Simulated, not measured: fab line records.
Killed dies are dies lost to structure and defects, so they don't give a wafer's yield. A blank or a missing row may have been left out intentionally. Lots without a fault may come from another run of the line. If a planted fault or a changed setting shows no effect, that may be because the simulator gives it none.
One fault seen from 2 desks	flow n5 finfet	each desk has only its own numbers; what lay behind them comes last

== FROM THE METROLOGY DESK ==
Means of the sampled wafers that have a number, per lot and without regard to the tool the lot ran on: this is what the gauges read. A lot is out of limits, marked OUT, if its mean lies more than 4 standard deviations from the usual mean; the brackets give that distance.
Columns: A = cd nm at N5_HKMG_FIN_CD_MEAS_49, usual 202.3 nm
lot	first seen here	A
L197	day 4 02:37	202.2
L199	day 4 19:29	203.1
L201	day 4 23:47	201.8
L202	day 5 08:26	201.5
L203	day 5 12:34	201.2
L204	day 5 21:21	202.0
L205	day 6 06:51	202.8
L207	day 6 23:51	202.3
L215	day 8 09:54	202.3
L214	day 8 13:40	203.2
L216	day 8 22:13	202.2
L219	day 9 15:32	202.9
Result from this desk: across the 12 lots, nothing is out of limits.

== AT THE TOOL OWNER'S DESK: rie diel-03 ==
The tool's own readings at N5_HKMG_FIN_ETCH_54 (etches SiARC in CF4, target depth 45.5 nm, time 75.8 s): means of the sampled wafers that have a number, for each lot that ran on this tool. A lot is out of limits, marked OUT, if its mean lies more than 4 standard deviations from the usual mean; the brackets give that distance.
Columns: A = drypump motor current A at N5_HKMG_FIN_ETCH_54, usual 5.9 A; B = etch rf on time s at N5_HKMG_FIN_ETCH_54, usual 76.8 s; C = oes product au at N5_HKMG_FIN_ETCH_54, usual 0.66 a.u.; D = rf fwd power W at N5_HKMG_FIN_ETCH_54, usual 539.8 W; E = rf vpp V at N5_HKMG_FIN_ETCH_54, usual 184.2 V; F = showerhead plenum p Torr at N5_HKMG_FIN_ETCH_54, usual 2.16 Torr; G = throttle valve pct at N5_HKMG_FIN_ETCH_54, usual 15.65 %
lot	first seen here	A	B	C	D	E	F	G
L199	day 4 19:37	5.5	76.7	0.69	537.7	184.1	2.17	15.63
L202	day 5 08:56	5.9	74.3	0.64	540.3	184.2	2.14	15.71
L204	day 5 21:31	5.7	77.2	0.66	540.8	183.5	2.12	15.33
L205	day 6 06:59	5.7	50.4 (-9.8) OUT	0.85	863.3 (+99 or more) OUT	156.1 (-26) OUT	2.12	15.34
L207	day 6 23:59	5.7	49.7 (-10) OUT	0.85	862.5 (+99 or more) OUT	156.5 (-25) OUT	2.15	15.70
L219	day 9 15:39	5.5	76.6	0.65	540.0	184.8	2.15	15.64
This desk's verdict: out of limits on L205, L207, starting with L205 at day 6 06:59 (etch rf on time s at N5_HKMG_FIN_ETCH_54). In limits: L199, L202, L204, L219.

== PUT TOGETHER ==
At day 6 06:59, on L205, L207, the tool owner's desk was in a position to raise an alarm.
At the metrology desk, nothing out of limits was observed.
The metrology desk has L205, L207 on record, within its limits.
N5_HKMG_FIN_ETCH_54 was run on rie diel-03 by each of the lots named.

== WHAT THE SIMULATOR HAD PUT IN ==
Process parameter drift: rie diel-03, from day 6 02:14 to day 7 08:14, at N5_HKMG_FIN_ETCH_54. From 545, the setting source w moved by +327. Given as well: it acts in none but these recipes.
Shown lots that were struck: L205, L207.
Delay in hours, fault start to first out-of-limits reading, by desk: the tool owner's desk at 5.
